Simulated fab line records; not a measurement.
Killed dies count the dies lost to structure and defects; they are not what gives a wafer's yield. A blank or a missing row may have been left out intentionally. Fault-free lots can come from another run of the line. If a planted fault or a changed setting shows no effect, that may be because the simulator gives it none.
Split-lot study || flow n5-finfet || 39 wafers read from 7 lots, route of 1938 steps

## SPLIT DETAILS
At N5_SPACER0_ALD_08 (deposits SiNx, target thk 2 nm), the setting target-thk-a was moved away from the recipe's 20 angstrom on 18 of the 39 wafers read, by -58.8% to +53.2%. This setting was run at the recipe's value on the other wafers.

## FROM THE SPLIT TO THE READING: what the file shows between them, 3 steps
- N5_SD_EPI_N_COAT_32: time 60 s, resist thk 350 nm
- N5_SD_EPI_N_SD_RECESS_17: chemistry HBr/Cl2/O2, target depth 41 nm, time 23.7 s, bt time 3 s
- N5_SD_EPI_N_STRIP_38: strips in N2/H2

## THE READING
SiNx_of_SPACER0_ALD_08.thk-nm (the simulator's own value, which no gauge read), in nm, at N5_SD_EPI_N_WET_ETCH_43 (etches SiO2 in dHF, time 14 s, target depth 1.5 nm). The file does not state a usual value for it. Average 1.6 nm, standard deviation 0.043 nm, over the 21 wafers here run with the recipe.

{"wafer": "L074.1", "tool, chamber at the split": "ald-sin-02, 0,1,2", "target-thk-a as run, angstrom": 20, "against the recipe": "recipe", "SiNx_of_SPACER0_ALD_08.thk-nm, nm": 1.6, "against lot-mates on the recipe": "-"}
{"wafer": "L074.4", "tool, chamber at the split": "ald-sin-02, 0,1,2", "target-thk-a as run, angstrom": 20, "against the recipe": "recipe", "SiNx_of_SPACER0_ALD_08.thk-nm, nm": 1.6, "against lot-mates on the recipe": "-"}
{"wafer": "L074.6", "tool, chamber at the split": "ald-sin-02, 0,1,2", "target-thk-a as run, angstrom": 20, "against the recipe": "recipe", "SiNx_of_SPACER0_ALD_08.thk-nm, nm": 1.6, "against lot-mates on the recipe": "-"}
{"wafer": "L074.2", "tool, chamber at the split": "ald-sin-02, 2,3,1", "target-thk-a as run, angstrom": 30.65, "against the recipe": "+53.2%", "SiNx_of_SPACER0_ALD_08.thk-nm, nm": 2.6, "against lot-mates on the recipe": "+1.0"}
{"wafer": "L074.3", "tool, chamber at the split": "ald-sin-02, 2,3,1", "target-thk-a as run, angstrom": 30.65, "against the recipe": "+53.2%", "SiNx_of_SPACER0_ALD_08.thk-nm, nm": 2.6, "against lot-mates on the recipe": "+1.0"}
{"wafer": "L074.5", "tool, chamber at the split": "ald-sin-02, 2,3,1", "target-thk-a as run, angstrom": 30.65, "against the recipe": "+53.2%", "SiNx_of_SPACER0_ALD_08.thk-nm, nm": 2.6, "against lot-mates on the recipe": "+1.0"}
{"wafer": "L079.2", "tool, chamber at the split": "ald-sin-01, 3,2,0", "target-thk-a as run, angstrom": 20, "against the recipe": "recipe", "SiNx_of_SPACER0_ALD_08.thk-nm, nm": 1.6, "against lot-mates on the recipe": "-"}
{"wafer": "L079.3", "tool, chamber at the split": "ald-sin-01, 3,2,0", "target-thk-a as run, angstrom": 20, "against the recipe": "recipe", "SiNx_of_SPACER0_ALD_08.thk-nm, nm": 1.6, "against lot-mates on the recipe": "-"}
{"wafer": "L079.5", "tool, chamber at the split": "ald-sin-01, 3,2,0", "target-thk-a as run, angstrom": 20, "against the recipe": "recipe", "SiNx_of_SPACER0_ALD_08.thk-nm, nm": 1.6, "against lot-mates on the recipe": "-"}
{"wafer": "L083.1", "tool, chamber at the split": "ald-sin-01, 3,3,2", "target-thk-a as run, angstrom": 10.56, "against the recipe": "-47.2%", "SiNx_of_SPACER0_ALD_08.thk-nm, nm": 0.6, "against lot-mates on the recipe": -1.0}
{"wafer": "L083.5", "tool, chamber at the split": "ald-sin-01, 3,3,2", "target-thk-a as run, angstrom": 10.56, "against the recipe": "-47.2%", "SiNx_of_SPACER0_ALD_08.thk-nm, nm": 0.6, "against lot-mates on the recipe": -1.0}
{"wafer": "L083.6", "tool, chamber at the split": "ald-sin-01, 3,3,2", "target-thk-a as run, angstrom": 10.56, "against the recipe": "-47.2%", "SiNx_of_SPACER0_ALD_08.thk-nm, nm": 0.6, "against lot-mates on the recipe": -1.0}
{"wafer": "L083.2", "tool, chamber at the split": "ald-sin-01, 1,0,2", "target-thk-a as run, angstrom": 20, "against the recipe": "recipe", "SiNx_of_SPACER0_ALD_08.thk-nm, nm": 1.6, "against lot-mates on the recipe": "-"}
{"wafer": "L083.3", "tool, chamber at the split": "ald-sin-01, 1,0,2", "target-thk-a as run, angstrom": 20, "against the recipe": "recipe", "SiNx_of_SPACER0_ALD_08.thk-nm, nm": 1.6, "against lot-mates on the recipe": "-"}
{"wafer": "L083.4", "tool, chamber at the split": "ald-sin-01, 1,0,2", "target-thk-a as run, angstrom": 20, "against the recipe": "recipe", "SiNx_of_SPACER0_ALD_08.thk-nm, nm": 1.6, "against lot-mates on the recipe": "-"}
{"wafer": "L084.1", "tool, chamber at the split": "ald-sin-01, 3,0,1", "target-thk-a as run, angstrom": 11.87, "against the recipe": "-40.7%", "SiNx_of_SPACER0_ALD_08.thk-nm, nm": 0.8, "against lot-mates on the recipe": -0.8}
{"wafer": "L084.2", "tool, chamber at the split": "ald-sin-01, 3,0,1", "target-thk-a as run, angstrom": 11.87, "against the recipe": "-40.7%", "SiNx_of_SPACER0_ALD_08.thk-nm, nm": 0.8, "against lot-mates on the recipe": -0.8}
{"wafer": "L084.5", "tool, chamber at the split": "ald-sin-01, 3,0,1", "target-thk-a as run, angstrom": 11.87, "against the recipe": "-40.7%", "SiNx_of_SPACER0_ALD_08.thk-nm, nm": 0.8, "against lot-mates on the recipe": -0.8}
{"wafer": "L084.3", "tool, chamber at the split": "ald-sin-01, 2,1,0", "target-thk-a as run, angstrom": 20, "against the recipe": "recipe", "SiNx_of_SPACER0_ALD_08.thk-nm, nm": 1.6, "against lot-mates on the recipe": "-"}
{"wafer": "L084.4", "tool, chamber at the split": "ald-sin-01, 2,1,0", "target-thk-a as run, angstrom": 20, "against the recipe": "recipe", "SiNx_of_SPACER0_ALD_08.thk-nm, nm": 1.6, "against lot-mates on the recipe": "-"}
{"wafer": "L084.6", "tool, chamber at the split": "ald-sin-01, 2,1,0", "target-thk-a as run, angstrom": 20, "against the recipe": "recipe", "SiNx_of_SPACER0_ALD_08.thk-nm, nm": 1.6, "against lot-mates on the recipe": "-"}
{"wafer": "L085.1", "tool, chamber at the split": "ald-sin-04, 3,2,3", "target-thk-a as run, angstrom": 20, "against the recipe": "recipe", "SiNx_of_SPACER0_ALD_08.thk-nm, nm": 1.6, "against lot-mates on the recipe": "-"}
{"wafer": "L085.2", "tool, chamber at the split": "ald-sin-04, 3,2,3", "target-thk-a as run, angstrom": 20, "against the recipe": "recipe", "SiNx_of_SPACER0_ALD_08.thk-nm, nm": 1.6, "against lot-mates on the recipe": "-"}
{"wafer": "L085.6", "tool, chamber at the split": "ald-sin-04, 3,2,3", "target-thk-a as run, angstrom": 20, "against the recipe": "recipe", "SiNx_of_SPACER0_ALD_08.thk-nm, nm": 1.6, "against lot-mates on the recipe": "-"}
{"wafer": "L085.3", "tool, chamber at the split": "ald-sin-04, 1,0,2", "target-thk-a as run, angstrom": 28.85, "against the recipe": "+44.3%", "SiNx_of_SPACER0_ALD_08.thk-nm, nm": 2.4, "against lot-mates on the recipe": "+0.8"}
{"wafer": "L085.4", "tool, chamber at the split": "ald-sin-04, 1,0,2", "target-thk-a as run, angstrom": 28.85, "against the recipe": "+44.3%", "SiNx_of_SPACER0_ALD_08.thk-nm, nm": 2.4, "against lot-mates on the recipe": "+0.8"}
{"wafer": "L085.5", "tool, chamber at the split": "ald-sin-04, 1,0,2", "target-thk-a as run, angstrom": 28.85, "against the recipe": "+44.3%", "SiNx_of_SPACER0_ALD_08.thk-nm, nm": 2.4, "against lot-mates on the recipe": "+0.8"}
{"wafer": "L093.1", "tool, chamber at the split": "ald-sin-02, 2,1,3", "target-thk-a as run, angstrom": 24.45, "against the recipe": "+22.2%", "SiNx_of_SPACER0_ALD_08.thk-nm, nm": 2, "against lot-mates on the recipe": "+0.4"}
{"wafer": "L093.2", "tool, chamber at the split": "ald-sin-02, 2,1,3", "target-thk-a as run, angstrom": 24.45, "against the recipe": "+22.2%", "SiNx_of_SPACER0_ALD_08.thk-nm, nm": 2, "against lot-mates on the recipe": "+0.4"}
{"wafer": "L093.4", "tool, chamber at the split": "ald-sin-02, 2,1,3", "target-thk-a as run, angstrom": 24.45, "against the recipe": "+22.2%", "SiNx_of_SPACER0_ALD_08.thk-nm, nm": 2, "against lot-mates on the recipe": "+0.4"}
{"wafer": "L093.3", "tool, chamber at the split": "ald-sin-02, 0,1,2", "target-thk-a as run, angstrom": 20, "against the recipe": "recipe", "SiNx_of_SPACER0_ALD_08.thk-nm, nm": 1.6, "against lot-mates on the recipe": "-"}
{"wafer": "L093.5", "tool, chamber at the split": "ald-sin-02, 0,1,2", "target-thk-a as run, angstrom": 20, "against the recipe": "recipe", "SiNx_of_SPACER0_ALD_08.thk-nm, nm": 1.6, "against lot-mates on the recipe": "-"}
{"wafer": "L093.6", "tool, chamber at the split": "ald-sin-02, 0,1,2", "target-thk-a as run, angstrom": 20, "against the recipe": "recipe", "SiNx_of_SPACER0_ALD_08.thk-nm, nm": 1.6, "against lot-mates on the recipe": "-"}
{"wafer": "L095.1", "tool, chamber at the split": "ald-sin-02, 3,2,1", "target-thk-a as run, angstrom": 8.238, "against the recipe": "-58.8%", "SiNx_of_SPACER0_ALD_08.thk-nm, nm": 0.4, "against lot-mates on the recipe": -1.1}
{"wafer": "L095.2", "tool, chamber at the split": "ald-sin-02, 3,2,1", "target-thk-a as run, angstrom": 8.238, "against the recipe": "-58.8%", "SiNx_of_SPACER0_ALD_08.thk-nm, nm": 0.4, "against lot-mates on the recipe": -1.1}
{"wafer": "L095.4", "tool, chamber at the split": "ald-sin-02, 3,2,1", "target-thk-a as run, angstrom": 8.238, "against the recipe": "-58.8%", "SiNx_of_SPACER0_ALD_08.thk-nm, nm": 0.4, "against lot-mates on the recipe": -1.1}
{"wafer": "L095.3", "tool, chamber at the split": "ald-sin-02, 0,3,2", "target-thk-a as run, angstrom": 20, "against the recipe": "recipe", "SiNx_of_SPACER0_ALD_08.thk-nm, nm": 1.6, "against lot-mates on the recipe": "-"}
{"wafer": "L095.5", "tool, chamber at the split": "ald-sin-02, 0,3,2", "target-thk-a as run, angstrom": 20, "against the recipe": "recipe", "SiNx_of_SPACER0_ALD_08.thk-nm, nm": 1.6, "against lot-mates on the recipe": "-"}
{"wafer": "L095.6", "tool, chamber at the split": "ald-sin-02, 0,3,2", "target-thk-a as run, angstrom": 20, "against the recipe": "recipe", "SiNx_of_SPACER0_ALD_08.thk-nm, nm": 1.4, "against lot-mates on the recipe": "-"}
Rows listing several chambers each stand for several wafers; the file does not say which wafer went through which chamber.

FIT RESULTS
A straight line over all 39 wafers: SiNx_of_SPACER0_ALD_08.thk-nm changes by +0.0196 nm for each +1% of target-thk-a; r = +1.00; the points scatter about the line by 0.04 nm.
The same after taking each lot's own level away (the mean of its wafers on the recipe; 39 wafers): +0.0193 nm for each +1%; r = +1.00; scatter 0.038 nm.
That fit puts the effect of the largest move of target-thk-a on the reading at 1.1 nm.
Across the lots, their own levels run from 1.53 to 1.60 nm, a range of 1.6 times the standard deviation given above.
Hence the lot-to-lot level has little effect on the slope; both slopes agree.
Check: with one of the wafers moved furthest among these (-58.8%) left out of the fit, the line predicts -1.15 nm for it against its lot-mates. Against them it came out at -1.13 nm.

## FURTHER SPLITS ON THESE WAFERS
Note: prior to the reading, these wafers also went through further splits. Each is held against what the fit with the lots' levels taken away leaves over:
{"other split on the same wafers": "N5_FIN_SAQP_HM_DEP_03 time-s", "wafers away from the commonest value": 6, "r with SiNx_of_SPACER0_ALD_08.thk-nm (lot level and that fit taken away)": -0.02}

## THE WHOLE CHAIN: every reading that the file lists as answering this split, in the file's order
{"step": "N5_SPACER0_ALD_08", "what it does": "deposits SiNx, target thk 2 nm", "reading": "SiNx_of_SPACER0_ALD_08.thk-nm (the simulator's own value, which no gauge read)", "change (the file's fit)": "+0.0196 nm for each +1% of the setting", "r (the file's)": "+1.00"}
{"step": "N5_SD_EPI_N_WET_ETCH_43", "what it does": "etches SiO2 in dHF, time 14 s, target depth 1.5 nm", "reading": "SiNx_of_SPACER0_ALD_08.thk-nm (the simulator's own value, which no gauge read)", "change (the file's fit)": "+0.0193 nm for each +1% of the setting", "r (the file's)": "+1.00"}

## THE FILE'S OWN FIT
SiNx_of_SPACER0_ALD_08.thk-nm changes by +0.0193 nm for each +1% of target-thk-a, r = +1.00.
